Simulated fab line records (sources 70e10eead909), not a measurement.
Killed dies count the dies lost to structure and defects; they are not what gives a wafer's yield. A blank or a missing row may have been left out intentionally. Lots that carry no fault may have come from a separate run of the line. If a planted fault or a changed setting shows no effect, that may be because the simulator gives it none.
Chamber matching | flow nand-harc | 4 sister chambers for NHARC_A_STAIRCASE_ETCH_444 on rie-diel-06
The step etches the open film in C4F8/O2, target depth 20400 nm, time 6800 s. 4 wafers are shown with their chamber, then 11 later ones without.

== WAFERS, EACH WITH ITS CHAMBER ==
wafer  | chamber | rf-vpp-V (V)
L084.5 | 2       | 812
L088.4 | 0       | 801
L088.5 | 1       | 802
L093.2 | 3       | 801

== WAFERS WITHOUT THEIR CHAMBER ==
wafer  | rf-vpp-V (V)
L093.5 | 799
L093.6 | 798
L094.2 | 798
L094.4 | 811
L094.6 | 801
L095.2 | 800
L095.4 | 811
L095.6 | 800
L096.1 | 800
L096.2 | 799
L096.3 | 812

== WHICH CHAMBER EACH ONE RAN IN ==
wafer  | from the rows above          | in truth
L093.5 | can't be placed: 0 or 3 or 1 | 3
L093.6 | can't be placed: 0 or 3 or 1 | 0
L094.2 | can't be placed: 0 or 3 or 1 | 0
L094.4 | 2                            | 2
L094.6 | can't be placed: 0 or 3 or 1 | 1
L095.2 | can't be placed: 0 or 3 or 1 | 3
L095.4 | 2                            | 2
L095.6 | can't be placed: 0 or 3 or 1 | 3
L096.1 | can't be placed: 0 or 3 or 1 | 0
L096.2 | can't be placed: 0 or 3 or 1 | 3
L096.3 | 2                            | 2
Correctly placed: 3 of 11. Can't be placed from these rows: 8 (the true chamber is among the candidates in 8). Wrongly placed: 0.
How it was worked out, from the rows above alone: a wafer's distance from a chamber is the root of the sum, over the readings, of the square of ((its reading less the chamber's mean) divided by the reading's scatter). The wafer belongs to the nearest chamber; if the next one is less than 2 further off, it can't be placed. For every chamber, the mean is computed from those of its wafers that are shown. The scatter: root of mean squared gap, hidden wafer to nearest shown wafer, with one shown wafer a chamber.
